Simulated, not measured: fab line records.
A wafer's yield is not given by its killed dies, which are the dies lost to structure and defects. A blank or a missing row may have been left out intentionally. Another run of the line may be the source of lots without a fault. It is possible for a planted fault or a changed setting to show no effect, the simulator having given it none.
Which of the tools did it? || flow nandHarc || 45 wafers from 15 lots sampled at 4 of the route's 1302 steps

## WHAT THE GAUGES READ, wafer by wafer
Not one reading of a measure or inspect step in the record can be checked against a usual standard deviation.

## TOOL THAT RAN EACH LOT (tool first, then ch and the chambers of the sampled wafers, then the start)
{"lot": "L710", "NHARC_P_GATE_DESCUM_13": "rieDiel-02 ch 0,1,3, day 4 09:53", "NHARC_P_CONTACT_EXPOSE_09": "arfiScanner-02 ch 0, day 5 19:20", "NHARC_P_CONTACT_ETCH_35": "rieDiel-01 ch 2,3, day 5 19:44", "NHARC_P_CONTACT_PVD_32": "pvdSputter-01, no start"}
{"lot": "L711", "NHARC_P_GATE_DESCUM_13": "rieDiel-11 ch 2,3, day 4 19:35", "NHARC_P_CONTACT_EXPOSE_09": "arfiScanner-02 ch 0, day 6 05:28", "NHARC_P_CONTACT_ETCH_35": "rieDiel-01 ch 0,2, day 6 05:53", "NHARC_P_CONTACT_PVD_32": "pvdSputter-01, no start"}
{"lot": "L712", "NHARC_P_GATE_DESCUM_13": "rieDiel-02 ch 0,1,2, day 5 08:20", "NHARC_P_CONTACT_EXPOSE_09": "arfiScanner-03 ch 0, day 6 21:13", "NHARC_P_CONTACT_ETCH_35": "rieDiel-05 ch 0,3, day 6 21:37", "NHARC_P_CONTACT_PVD_32": "pvdSputter-02, no start"}
{"lot": "L715", "NHARC_P_GATE_DESCUM_13": "rieDiel-11 ch 0,3, day 6 13:05", "NHARC_P_CONTACT_EXPOSE_09": "arfiScanner-03 ch 0, day 8 00:52", "NHARC_P_CONTACT_ETCH_35": "rieDiel-01 ch 0,1, day 8 01:16", "NHARC_P_CONTACT_PVD_32": "pvdSputter-01, no start"}
{"lot": "L716", "NHARC_P_GATE_DESCUM_13": "rieDiel-11 ch 1,2,3, day 7 04:27", "NHARC_P_CONTACT_EXPOSE_09": "arfiScanner-01 ch 0, day 8 19:52", "NHARC_P_CONTACT_ETCH_35": "rieDiel-04 ch 0,1,3, day 8 20:17", "NHARC_P_CONTACT_PVD_32": "pvdSputter-01, no start"}
{"lot": "L718", "NHARC_P_GATE_DESCUM_13": "rieDiel-11 ch 0,3, day 7 16:28", "NHARC_P_CONTACT_EXPOSE_09": "arfiScanner-03 ch 0, day 9 02:33", "NHARC_P_CONTACT_ETCH_35": "rieDiel-04 ch 2,3, day 9 02:58", "NHARC_P_CONTACT_PVD_32": "pvdSputter-02, no start"}
{"lot": "L719", "NHARC_P_GATE_DESCUM_13": "rieDiel-11 ch 0,1, day 8 05:06", "NHARC_P_CONTACT_EXPOSE_09": "arfiScanner-02 ch 0, day 9 17:32", "NHARC_P_CONTACT_ETCH_35": "rieDiel-05 ch 1,2,3, day 9 17:57", "NHARC_P_CONTACT_PVD_32": "pvdSputter-01, no start"}
{"lot": "L720", "NHARC_P_GATE_DESCUM_13": "rieDiel-06 ch 0,1, day 8 11:01", "NHARC_P_CONTACT_EXPOSE_09": "arfiScanner-02 ch 0, day 9 21:51", "NHARC_P_CONTACT_ETCH_35": "rieDiel-01 ch 1,2,3, day 9 22:16", "NHARC_P_CONTACT_PVD_32": "pvdSputter-03, no start"}
{"lot": "L721", "NHARC_P_GATE_DESCUM_13": "rieDiel-06 ch 2,3, day 8 23:19", "NHARC_P_CONTACT_EXPOSE_09": "arfiScanner-03 ch 0, day 10 09:13", "NHARC_P_CONTACT_ETCH_35": "rieDiel-04 ch 1,2,3, day 10 09:38", "NHARC_P_CONTACT_PVD_32": "pvdSputter-03, no start"}
{"lot": "L722", "NHARC_P_GATE_DESCUM_13": "rieDiel-11 ch 0,1,2, day 9 07:41", "NHARC_P_CONTACT_EXPOSE_09": "arfiScanner-01, day 10 18:58", "NHARC_P_CONTACT_ETCH_35": "rieDiel-01 ch 0,3, day 10 19:22", "NHARC_P_CONTACT_PVD_32": "pvdSputter-01, no start"}
{"lot": "L724", "NHARC_P_GATE_DESCUM_13": "rieDiel-11 ch 0,1,2, day 10 08:32", "NHARC_P_CONTACT_EXPOSE_09": "arfiScanner-03, day 11 20:25", "NHARC_P_CONTACT_ETCH_35": "rieDiel-01 ch 0,3, day 11 20:49", "NHARC_P_CONTACT_PVD_32": "pvdSputter-01, no start"}
{"lot": "L723", "NHARC_P_GATE_DESCUM_13": "rieDiel-11 ch 0,1,3, day 10 08:34", "NHARC_P_CONTACT_EXPOSE_09": "arfiScanner-01, day 11 21:12", "NHARC_P_CONTACT_ETCH_35": "rieDiel-04 ch 0,1,3, day 11 21:37", "NHARC_P_CONTACT_PVD_32": "pvdSputter-03, no start"}
{"lot": "L730", "NHARC_P_GATE_DESCUM_13": "rieDiel-11 ch 1,2, day 12 19:14", "NHARC_P_CONTACT_EXPOSE_09": "arfiScanner-02 ch 0, day 14 06:50", "NHARC_P_CONTACT_ETCH_35": "rieDiel-04 ch 1,2,3, day 14 07:16", "NHARC_P_CONTACT_PVD_32": "pvdSputter-03, no start"}
{"lot": "L733", "NHARC_P_GATE_DESCUM_13": "rieDiel-02 ch 0,2,3, day 13 20:29", "NHARC_P_CONTACT_EXPOSE_09": "arfiScanner-03 ch 0, day 15 13:57", "NHARC_P_CONTACT_ETCH_35": "rieDiel-05 ch 0,1,2, day 15 14:21", "NHARC_P_CONTACT_PVD_32": "pvdSputter-01, no start"}
{"lot": "L732", "NHARC_P_GATE_DESCUM_13": "rieDiel-11 ch 0,2,3, day 13 20:39", "NHARC_P_CONTACT_EXPOSE_09": "arfiScanner-03 ch 0, day 15 07:29", "NHARC_P_CONTACT_ETCH_35": "rieDiel-05 ch 2,3, day 15 07:54", "NHARC_P_CONTACT_PVD_32": "pvdSputter-02, no start"}
- NHARC_P_GATE_DESCUM_13: chemistry O2, time 3 s.
- NHARC_P_CONTACT_EXPOSE_09: exposes mask P CA, target cd 90 nm.
- NHARC_P_CONTACT_ETCH_35: etches the open film in CF4, target depth 39 nm, time 65 s.
- NHARC_P_CONTACT_PVD_32: deposits Ti, target thk 5 nm, time 17.7 s.

## WHAT THE TOOLS THEMSELVES READ (means of the sampled wafers that have a number; where no wafer has one, the mark that the record gives instead)
NHARC_P_GATE_DESCUM_13. Usual: drypumpMotorCurrentA 5.7 A, standard deviation 0.38; oesProductAu 0.995 a.u., standard deviation 0.009; rfVppV 57.8 V, standard deviation 0.89; showerheadPlenumPTorr 1.90 Torr, standard deviation 0.061; throttleValvePct 11.312 %, standard deviation 0.0091.
{"lot": "L710", "tool": "rieDiel-02", "drypumpMotorCurrentA (A)": 6.0, "oesProductAu (a.u.)": 0.990, "rfVppV (V)": 57.1, "showerheadPlenumPTorr (Torr)": 1.87, "throttleValvePct (%)": 11.315, "flag": ""}
{"lot": "L711", "tool": "rieDiel-11", "drypumpMotorCurrentA (A)": 6.0, "oesProductAu (a.u.)": 0.995, "rfVppV (V)": 58.4, "showerheadPlenumPTorr (Torr)": 1.94, "throttleValvePct (%)": 11.313, "flag": ""}
{"lot": "L712", "tool": "rieDiel-02", "drypumpMotorCurrentA (A)": 5.5, "oesProductAu (a.u.)": 0.995, "rfVppV (V)": 57.2, "showerheadPlenumPTorr (Torr)": 1.86, "throttleValvePct (%)": 11.307, "flag": ""}
{"lot": "L715", "tool": "rieDiel-11", "drypumpMotorCurrentA (A)": 5.8, "oesProductAu (a.u.)": 0.995, "rfVppV (V)": 57.5, "showerheadPlenumPTorr (Torr)": 1.90, "throttleValvePct (%)": 11.309, "flag": ""}
{"lot": "L716", "tool": "rieDiel-11", "drypumpMotorCurrentA (A)": 5.7, "oesProductAu (a.u.)": 0.998, "rfVppV (V)": 58.2, "showerheadPlenumPTorr (Torr)": 1.92, "throttleValvePct (%)": 11.318, "flag": ""}
{"lot": "L718", "tool": "rieDiel-11", "drypumpMotorCurrentA (A)": 5.7, "oesProductAu (a.u.)": 0.989, "rfVppV (V)": 58.2, "showerheadPlenumPTorr (Torr)": 1.89, "throttleValvePct (%)": 11.315, "flag": ""}
{"lot": "L719", "tool": "rieDiel-11", "drypumpMotorCurrentA (A)": 5.4, "oesProductAu (a.u.)": 0.986, "rfVppV (V)": 58.0, "showerheadPlenumPTorr (Torr)": 1.90, "throttleValvePct (%)": 11.316, "flag": ""}
{"lot": "L720", "tool": "rieDiel-06", "drypumpMotorCurrentA (A)": 5.5, "oesProductAu (a.u.)": 0.996, "rfVppV (V)": 58.1, "showerheadPlenumPTorr (Torr)": 1.89, "throttleValvePct (%)": 11.304, "flag": ""}
{"lot": "L721", "tool": "rieDiel-06", "drypumpMotorCurrentA (A)": 6.2, "oesProductAu (a.u.)": 0.986, "rfVppV (V)": 57.5, "showerheadPlenumPTorr (Torr)": 1.95, "throttleValvePct (%)": 11.316, "flag": ""}
{"lot": "L722", "tool": "rieDiel-11", "drypumpMotorCurrentA (A)": 5.7, "oesProductAu (a.u.)": 0.999, "rfVppV (V)": 58.3, "showerheadPlenumPTorr (Torr)": 1.92, "throttleValvePct (%)": 11.310, "flag": ""}
{"lot": "L724", "tool": "rieDiel-11", "drypumpMotorCurrentA (A)": 5.7, "oesProductAu (a.u.)": 0.987, "rfVppV (V)": 57.3, "showerheadPlenumPTorr (Torr)": 1.92, "throttleValvePct (%)": 11.306, "flag": ""}
{"lot": "L723", "tool": "rieDiel-11", "drypumpMotorCurrentA (A)": 5.6, "oesProductAu (a.u.)": 0.988, "rfVppV (V)": 57.2, "showerheadPlenumPTorr (Torr)": 1.90, "throttleValvePct (%)": 11.326, "flag": ""}
{"lot": "L730", "tool": "rieDiel-11", "drypumpMotorCurrentA (A)": 5.8, "oesProductAu (a.u.)": 0.999, "rfVppV (V)": 58.3, "showerheadPlenumPTorr (Torr)": 1.94, "throttleValvePct (%)": 11.317, "flag": ""}
{"lot": "L733", "tool": "rieDiel-02", "drypumpMotorCurrentA (A)": 5.7, "oesProductAu (a.u.)": 1.000, "rfVppV (V)": 57.6, "showerheadPlenumPTorr (Torr)": 1.82, "throttleValvePct (%)": 11.309, "flag": ""}
{"lot": "L732", "tool": "rieDiel-11", "drypumpMotorCurrentA (A)": 5.9, "oesProductAu (a.u.)": 0.982, "rfVppV (V)": 57.5, "showerheadPlenumPTorr (Torr)": 1.92, "throttleValvePct (%)": 11.306, "flag": ""}

NHARC_P_CONTACT_EXPOSE_09. Usual: exposureDoseMJCm2 81.26, standard deviation 0.082; focusOffsetNm 0.1 nm, standard deviation 0.48.
{"lot": "L710", "tool": "arfiScanner-02", "exposureDoseMJCm2": 81.24, "focusOffsetNm (nm)": 0.3, "flag": ""}
{"lot": "L711", "tool": "arfiScanner-02", "exposureDoseMJCm2": 81.28, "focusOffsetNm (nm)": 0.0, "flag": ""}
{"lot": "L712", "tool": "arfiScanner-03", "exposureDoseMJCm2": 81.26, "focusOffsetNm (nm)": 0.1, "flag": ""}
{"lot": "L715", "tool": "arfiScanner-03", "exposureDoseMJCm2": 81.35, "focusOffsetNm (nm)": -0.1, "flag": ""}
{"lot": "L716", "tool": "arfiScanner-01", "exposureDoseMJCm2": 81.29, "focusOffsetNm (nm)": 0.2, "flag": ""}
{"lot": "L718", "tool": "arfiScanner-03", "exposureDoseMJCm2": 81.13, "focusOffsetNm (nm)": 0.3, "flag": ""}
{"lot": "L719", "tool": "arfiScanner-02", "exposureDoseMJCm2": 81.21, "focusOffsetNm (nm)": 0.1, "flag": ""}
{"lot": "L720", "tool": "arfiScanner-02", "exposureDoseMJCm2": 81.27, "focusOffsetNm (nm)": -0.1, "flag": ""}
{"lot": "L721", "tool": "arfiScanner-03", "exposureDoseMJCm2": 81.28, "focusOffsetNm (nm)": -0.2, "flag": ""}
{"lot": "L722", "tool": "arfiScanner-01", "exposureDoseMJCm2": "-", "focusOffsetNm (nm)": "-", "flag": "OFF"}
{"lot": "L724", "tool": "arfiScanner-03", "exposureDoseMJCm2": "-", "focusOffsetNm (nm)": "-", "flag": "OFF"}
{"lot": "L723", "tool": "arfiScanner-01", "exposureDoseMJCm2": "-", "focusOffsetNm (nm)": "-", "flag": "OFF"}
{"lot": "L730", "tool": "arfiScanner-02", "exposureDoseMJCm2": 81.29, "focusOffsetNm (nm)": 0.3, "flag": ""}
{"lot": "L733", "tool": "arfiScanner-03", "exposureDoseMJCm2": 81.36, "focusOffsetNm (nm)": -0.1, "flag": ""}
{"lot": "L732", "tool": "arfiScanner-03", "exposureDoseMJCm2": 81.35, "focusOffsetNm (nm)": 0.8, "flag": ""}

NHARC_P_CONTACT_ETCH_35. Usual: drypumpMotorCurrentA 5.89 A, standard deviation 0.28; oesProductAu 1.001 a.u., standard deviation 0.0083; rfVppV 151.6 V, standard deviation 0.98; showerheadPlenumPTorr 1.79 Torr, standard deviation 0.04; throttleValvePct 13.282 %, standard deviation 0.01.
{"lot": "L710", "tool": "rieDiel-01", "drypumpMotorCurrentA (A)": 5.86, "oesProductAu (a.u.)": 0.996, "rfVppV (V)": 151.3, "showerheadPlenumPTorr (Torr)": 1.80, "throttleValvePct (%)": 13.275, "flag": ""}
{"lot": "L711", "tool": "rieDiel-01", "drypumpMotorCurrentA (A)": 6.05, "oesProductAu (a.u.)": 0.994, "rfVppV (V)": 152.3, "showerheadPlenumPTorr (Torr)": 1.83, "throttleValvePct (%)": 13.283, "flag": ""}
{"lot": "L712", "tool": "rieDiel-05", "drypumpMotorCurrentA (A)": 5.79, "oesProductAu (a.u.)": 1.005, "rfVppV (V)": 151.4, "showerheadPlenumPTorr (Torr)": 1.79, "throttleValvePct (%)": 13.286, "flag": ""}
{"lot": "L715", "tool": "rieDiel-01", "drypumpMotorCurrentA (A)": 5.72, "oesProductAu (a.u.)": 0.993, "rfVppV (V)": 152.5, "showerheadPlenumPTorr (Torr)": 1.82, "throttleValvePct (%)": 13.285, "flag": ""}
{"lot": "L716", "tool": "rieDiel-04", "drypumpMotorCurrentA (A)": 5.92, "oesProductAu (a.u.)": 1.006, "rfVppV (V)": 151.0, "showerheadPlenumPTorr (Torr)": 1.76, "throttleValvePct (%)": 13.295, "flag": ""}
{"lot": "L718", "tool": "rieDiel-04", "drypumpMotorCurrentA (A)": 5.81, "oesProductAu (a.u.)": 1.012, "rfVppV (V)": 152.5, "showerheadPlenumPTorr (Torr)": 1.80, "throttleValvePct (%)": 13.282, "flag": ""}
{"lot": "L719", "tool": "rieDiel-05", "drypumpMotorCurrentA (A)": 5.94, "oesProductAu (a.u.)": 1.004, "rfVppV (V)": 152.2, "showerheadPlenumPTorr (Torr)": 1.78, "throttleValvePct (%)": 13.273, "flag": ""}
{"lot": "L720", "tool": "rieDiel-01", "drypumpMotorCurrentA (A)": 5.71, "oesProductAu (a.u.)": 0.987, "rfVppV (V)": 151.1, "showerheadPlenumPTorr (Torr)": 1.80, "throttleValvePct (%)": 13.274, "flag": ""}
{"lot": "L721", "tool": "rieDiel-04", "drypumpMotorCurrentA (A)": 5.86, "oesProductAu (a.u.)": 1.006, "rfVppV (V)": 152.1, "showerheadPlenumPTorr (Torr)": 1.78, "throttleValvePct (%)": 13.286, "flag": ""}
{"lot": "L722", "tool": "rieDiel-01", "drypumpMotorCurrentA (A)": 5.65, "oesProductAu (a.u.)": 1.000, "rfVppV (V)": 152.4, "showerheadPlenumPTorr (Torr)": 1.82, "throttleValvePct (%)": 13.285, "flag": ""}
{"lot": "L724", "tool": "rieDiel-01", "drypumpMotorCurrentA (A)": 5.62, "oesProductAu (a.u.)": 1.000, "rfVppV (V)": 150.8, "showerheadPlenumPTorr (Torr)": 1.82, "throttleValvePct (%)": 13.289, "flag": ""}
{"lot": "L723", "tool": "rieDiel-04", "drypumpMotorCurrentA (A)": 5.90, "oesProductAu (a.u.)": 1.004, "rfVppV (V)": 151.6, "showerheadPlenumPTorr (Torr)": 1.76, "throttleValvePct (%)": 13.285, "flag": ""}
{"lot": "L730", "tool": "rieDiel-04", "drypumpMotorCurrentA (A)": 5.90, "oesProductAu (a.u.)": 1.005, "rfVppV (V)": 151.7, "showerheadPlenumPTorr (Torr)": 1.78, "throttleValvePct (%)": 13.274, "flag": ""}
{"lot": "L733", "tool": "rieDiel-05", "drypumpMotorCurrentA (A)": 6.16, "oesProductAu (a.u.)": 0.999, "rfVppV (V)": 150.9, "showerheadPlenumPTorr (Torr)": 1.75, "throttleValvePct (%)": 13.280, "flag": ""}
{"lot": "L732", "tool": "rieDiel-05", "drypumpMotorCurrentA (A)": 5.80, "oesProductAu (a.u.)": 0.992, "rfVppV (V)": 150.9, "showerheadPlenumPTorr (Torr)": 1.78, "throttleValvePct (%)": 13.274, "flag": ""}

NHARC_P_CONTACT_PVD_32. Usual: throttleValvePct reads 29.6 % (standard deviation 0.54).
{"lot": "L710", "tool": "pvdSputter-01", "throttleValvePct (%)": 30.1, "flag": ""}
{"lot": "L711", "tool": "pvdSputter-01", "throttleValvePct (%)": 30.4, "flag": ""}
{"lot": "L712", "tool": "pvdSputter-02", "throttleValvePct (%)": 29.8, "flag": ""}
{"lot": "L715", "tool": "pvdSputter-01", "throttleValvePct (%)": 29.2, "flag": ""}
{"lot": "L716", "tool": "pvdSputter-01", "throttleValvePct (%)": 29.4, "flag": ""}
{"lot": "L718", "tool": "pvdSputter-02", "throttleValvePct (%)": 29.9, "flag": ""}
{"lot": "L719", "tool": "pvdSputter-01", "throttleValvePct (%)": 29.8, "flag": ""}
{"lot": "L720", "tool": "pvdSputter-03", "throttleValvePct (%)": 30.0, "flag": ""}
{"lot": "L721", "tool": "pvdSputter-03", "throttleValvePct (%)": 30.0, "flag": ""}
{"lot": "L722", "tool": "pvdSputter-01", "throttleValvePct (%)": 29.6, "flag": ""}
{"lot": "L724", "tool": "pvdSputter-01", "throttleValvePct (%)": 29.6, "flag": ""}
{"lot": "L723", "tool": "pvdSputter-03", "throttleValvePct (%)": 29.2, "flag": ""}
{"lot": "L730", "tool": "pvdSputter-03", "throttleValvePct (%)": 30.1, "flag": ""}
{"lot": "L733", "tool": "pvdSputter-01", "throttleValvePct (%)": 29.9, "flag": ""}
{"lot": "L732", "tool": "pvdSputter-02", "throttleValvePct (%)": 29.8, "flag": ""}

## THE ANSWER, worked out from the rows above alone
Rule: a lot is off if the mean of its wafers that have a number lies more than 3 standard deviations from the usual mean. A lot without any number at a reading at which 4 lots or more have one is off too. The other lots that the step has rows for count as sound. First the gauges in route order, then the tools' own readings, where a lot's mean is used as printed above. The first step at which some lot is off is used, and at that step the reading that is off furthest; a lot without a number counts as furthest.
Off: L722, L724, L723 (NHARC_P_CONTACT_EXPOSE_09, exposureDoseMJCm2). Without a number there: L722, L724, L723.
If a tool, at that step or one of the process steps before it, ran each lot that is off and ran no sound lot following the first of them, it fits. None of those tried fits.

## WHAT WAS PUT IN BY THE SIMULATOR
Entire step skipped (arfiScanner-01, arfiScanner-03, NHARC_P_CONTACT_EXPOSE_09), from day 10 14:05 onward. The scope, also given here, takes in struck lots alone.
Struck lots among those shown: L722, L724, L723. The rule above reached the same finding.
